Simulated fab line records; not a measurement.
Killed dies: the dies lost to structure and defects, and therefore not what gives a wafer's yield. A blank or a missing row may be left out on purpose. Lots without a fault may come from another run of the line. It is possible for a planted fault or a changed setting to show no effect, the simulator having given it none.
What tool caused it? + flow n5-finfet + Sampling: 9 lots, 25 wafers, 4 of 1938 route steps

WHAT THE GAUGES SHOWED, per wafer
N5_BEOL_M4_RC_MEAS_101. Usual: DIBL_N 36.1 mV/V, standard deviation 1.6; DIBL_P 35.7 mV/V, standard deviation 1.8; IOFF_N 0.159 nA/um, standard deviation 0.027; IOFF_P 0.21 nA/um, standard deviation 0.03; ION_N 673 uA/um, standard deviation 10; ION_P 462 uA/um, standard deviation 7.4; SS_N 71.4 mV/dec, standard deviation 0.56; SS_P 73.2 mV/dec, standard deviation 0.61; VT_N 249.7 mV, standard deviation 3; VT_P -250 mV, standard deviation 3.1.
| lot  | measured     | on        | DIBL_N (mV/V)  | DIBL_P (mV/V)  | IOFF_N (nA/um)    | IOFF_P (nA/um) | ION_N (uA/um) | ION_P (uA/um) | SS_N (mV/dec)  | SS_P (mV/dec)  | VT_N (mV)         | VT_P (mV)      | flag |
|------|--------------|-----------|----------------|----------------|-------------------|----------------|---------------|---------------|----------------|----------------|-------------------|----------------|------|
| L718 | day 7 22:14  | prober-01 | 33.2 34.0 32.9 | 33.2 35.0 32.9 | 0.118 0.134 0.122 | 0.19 0.22 0.19 | 664 661 661   | 460 466 459   | 70.7 71.5 71.3 | 72.6 73.1 72.2 | 253.6 251.4 250.9 | -248 -249 -250 |      |
| L719 | day 8 03:34  | prober-01 | 37.4 34.4 35.2 | 38.9 35.6 35.5 | 0.206 0.145 0.154 | 0.25 0.19 0.19 | 692 676 664   | 463 462 451   | 72.8 71.5 71.9 | 74.3 73.1 72.6 | 244.1 248.1 248.0 | -251 -254 -255 |      |
| L723 | day 8 23:52  | prober-02 | 36.4 37.0 36.4 | 34.9 35.9 35.9 | 0.162 0.170 0.167 | 0.20 0.22 0.23 | 671 678 676   | 463 467 469   | 71.4 71.6 71.2 | 72.7 73.7 73.8 | 250.1 246.8 247.0 | -250 -248 -247 |      |
| L724 | day 9 06:56  | prober-02 | 36.3 36.4 36.9 | 36.8 36.8 38.2 | 0.176 0.164 0.171 | 0.18 0.18 0.22 | 673 676 683   | 447 449 455   | 72.0 72.0 72.6 | 73.6 73.6 73.5 | 248.2 250.7 250.2 | -254 -252 -252 |      |
| L725 | day 9 07:34  | prober-01 | 38.1 37.1      | 35.7 34.1      | 0.166 0.142       | 0.20 0.18      | 666 660       | 453 450       | 71.7 71.5      | 73.3 72.8      | 248.8 251.9       | -252 -253      |      |
| L726 | day 9 17:50  | prober-01 | 34.9 35.6      | 35.3 34.9      | 0.137 0.137       | 0.20 0.18      | 676 654       | 471 451       | 70.3 71.5      | 72.6 72.7      | 252.1 255.4       | -249 -251      |      |
| L733 | day 11 15:17 | prober-01 | 39.8 38.1 38.0 | 39.4 36.4 36.1 | 0.213 0.185 0.174 | 0.26 0.20 0.19 | 686 687 683   | 463 461 456   | 72.4 71.5 71.9 | 75.0 73.2 73.5 | 248.3 247.3 248.9 | -249 -253 -253 |      |
| L737 | day 12 18:56 | prober-02 | 37.5 34.7 36.6 | 34.8 31.6 34.2 | 0.156 0.118 0.154 | 0.19 0.15 0.19 | 660 643 677   | 450 447 460   | 71.6 71.4 70.9 | 73.1 72.4 73.1 | 251.8 254.1 250.6 | -251 -255 -256 |      |
| L720 | day 13 19:43 | prober-02 | 35.2 34.6 35.8 | 36.1 35.4 36.3 | 0.172 0.143 0.170 | 0.23 0.23 0.24 | 691 664 680   | 479 471 468   | 71.9 71.3 71.6 | 73.7 73.3 74.1 | 247.3 251.2 250.4 | -247 -246 -246 |      |

N5_PASSIVATION_CD_MEAS_10: the cd target is 3000 nm. Usual: cd-nm at 3000.6 nm, with a standard deviation of 2.4.
| lot  | measured     | on        | cd-nm (nm)           | flag |
|------|--------------|-----------|----------------------|------|
| L718 | day 11 23:48 | cd-sem-01 | 3000.8 2999.3 3001.3 |      |
| L719 | day 12 12:36 | cd-sem-02 | 3005.5 3000.0 2996.4 |      |
| L723 | day 13 04:22 | cd-sem-01 | 3001.5 3006.0 3005.3 |      |
| L724 | day 13 08:33 | cd-sem-03 | 3001.3 3001.3 3002.3 |      |
| L725 | day 13 22:25 | cd-sem-02 | 2998.5 2999.0        |      |
| L726 | day 13 19:26 | cd-sem-03 | 2999.0 2999.9        |      |
| L733 | day 15 13:04 | cd-sem-03 | 3002.0 3002.3 2999.6 |      |
| L737 | day 16 13:10 | cd-sem-02 | 3000.9 2997.3 3000.8 |      |
| L720 | day 17 17:08 | cd-sem-01 | 3003.4 3001.2 2995.4 |      |

TOOL THAT RAN EACH LOT (tool first, then ch and the chambers of the sampled wafers, then the start)
| lot  | N5_MIM_TOP_LITHO_DESCUM_10         | N5_MIM_TOP_ETCH_ETCH_00           |
|------|------------------------------------|-----------------------------------|
| L718 | rie-diel-01 ch 0,1,3, day 11 18:38 | rie-metal-01 ch 0,1, day 11 18:43 |
| L719 | rie-diel-01 ch 0,1,2, day 12 09:47 | rie-metal-02 ch 0,1, day 12 09:52 |
| L723 | rie-diel-06 ch 0,1,3, day 12 23:45 | rie-metal-01 ch 0, day 12 23:50   |
| L724 | rie-diel-01 ch 0,1,3, day 13 06:22 | rie-metal-01 ch 0,1, day 13 06:27 |
| L725 | rie-diel-01 ch 1,3, day 13 19:21   | rie-metal-03 ch 1, day 13 19:31   |
| L726 | rie-diel-06 ch 0,3, day 13 16:55   | rie-metal-03 ch 1, day 13 17:00   |
| L733 | rie-diel-01 ch 0,2,3, day 15 10:44 | rie-metal-03 ch 0,1, day 15 10:49 |
| L737 | rie-diel-01 ch 0,1,2, day 16 10:52 | rie-metal-03 ch 1, day 16 10:56   |
| L720 | rie-diel-03 ch 0,3, day 17 14:11   | rie-metal-01 ch 0,1, day 17 14:16 |
- N5_MIM_TOP_LITHO_DESCUM_10: chemistry O2, time 7.9 s.
- N5_MIM_TOP_ETCH_ETCH_00: etches TiN in Cl2/BCl3, target depth 38.5 nm.

AS READ BY THE TOOLS THEMSELVES (means over the sampled wafers that have a number; for cases with no such wafer, the mark the record gives instead)
N5_MIM_TOP_LITHO_DESCUM_10. Usual: drypump-motor-current-A 5.56 A, standard deviation 0.25; oes-product-au 0.79 a.u., standard deviation 0.084; rf-vpp-V 243.3 V, standard deviation 1.3; showerhead-plenum-p-Torr 2.10 Torr, standard deviation 0.067; throttle-valve-pct 20.45 %, standard deviation 0.27.
| lot  | tool        | drypump-motor-current-A (A) | oes-product-au (a.u.) | rf-vpp-V (V) | showerhead-plenum-p-Torr (Torr) | throttle-valve-pct (%) | flag |
|------|-------------|-----------------------------|-----------------------|--------------|---------------------------------|------------------------|------|
| L718 | rie-diel-01 | 5.56                        | 0.79                  | 243.4        | 2.13                            | 20.25                  |      |
| L719 | rie-diel-01 | 5.63                        | 0.83                  | 244.8        | 2.18                            | 20.43                  |      |
| L723 | rie-diel-06 | 5.54                        | 0.82                  | 244.2        | 2.10                            | 20.50                  |      |
| L724 | rie-diel-01 | 5.57                        | 0.78                  | 243.6        | 2.13                            | 20.28                  |      |
| L725 | rie-diel-01 | 5.47                        | 0.77                  | 243.1        | 2.08                            | 20.37                  |      |
| L726 | rie-diel-06 | 5.54                        | 0.74                  | 243.6        | 2.08                            | 20.55                  |      |
| L733 | rie-diel-01 | 5.64                        | 0.83                  | 242.8        | 2.12                            | 20.29                  |      |
| L737 | rie-diel-01 | 5.64                        | 0.79                  | 244.3        | 2.16                            | 20.48                  |      |
| L720 | rie-diel-03 | 5.20                        | 0.72                  | 243.2        | 2.09                            | 20.65                  |      |

N5_MIM_TOP_ETCH_ETCH_00. Usual: drypump-motor-current-A 5.6 A, standard deviation 0.37; mfc-ar-sccm 25.01 sccm, standard deviation 0.075; oes-product-au 0.87 a.u., standard deviation 0.093; throttle-valve-pct 22.86 %, standard deviation 0.18.
| lot  | tool         | drypump-motor-current-A (A) | mfc-ar-sccm (sccm) | oes-product-au (a.u.) | throttle-valve-pct (%) | flag |
|------|--------------|-----------------------------|--------------------|-----------------------|------------------------|------|
| L718 | rie-metal-01 | 5.8                         | 25.05              | 0.89                  | 23.04                  |      |
| L719 | rie-metal-02 | 5.5                         | 25.03              | 0.72                  | 22.82                  |      |
| L723 | rie-metal-01 | 6.0                         | 24.97              | 0.90                  | 23.06                  |      |
| L724 | rie-metal-01 | 5.8                         | 24.96              | 0.88                  | 23.04                  |      |
| L725 | rie-metal-03 | 5.3                         | 25.05              | 0.94                  | 22.57                  |      |
| L726 | rie-metal-03 | 5.3                         | 25.14              | 0.95                  | 22.56                  |      |
| L733 | rie-metal-03 | 5.6                         | 25.00              | 0.93                  | 22.68                  |      |
| L737 | rie-metal-03 | 5.3                         | 25.02              | 0.91                  | 22.59                  |      |
| L720 | rie-metal-01 | 5.4                         | 24.97              | 0.84                  | 23.06                  |      |

THE ANSWER, worked out from the rows above alone
Rule: a lot is off if the mean of its wafers that have a number lies more than 3 standard deviations from the usual mean. A lot without any number at a reading at which 4 lots or more have one is off too. Where the step has rows for the other lots, those lots are counted as sound. After the gauges, taken in route order, come the tools' own readings; for these a lot's mean is taken, as printed above. At the first step where some lot is off, the reading lying furthest off is the one used; lots without a number count as furthest.
No lot is off on any of the readings shown, so nothing can be concluded from this.

WHAT THE SIMULATOR PUT IN
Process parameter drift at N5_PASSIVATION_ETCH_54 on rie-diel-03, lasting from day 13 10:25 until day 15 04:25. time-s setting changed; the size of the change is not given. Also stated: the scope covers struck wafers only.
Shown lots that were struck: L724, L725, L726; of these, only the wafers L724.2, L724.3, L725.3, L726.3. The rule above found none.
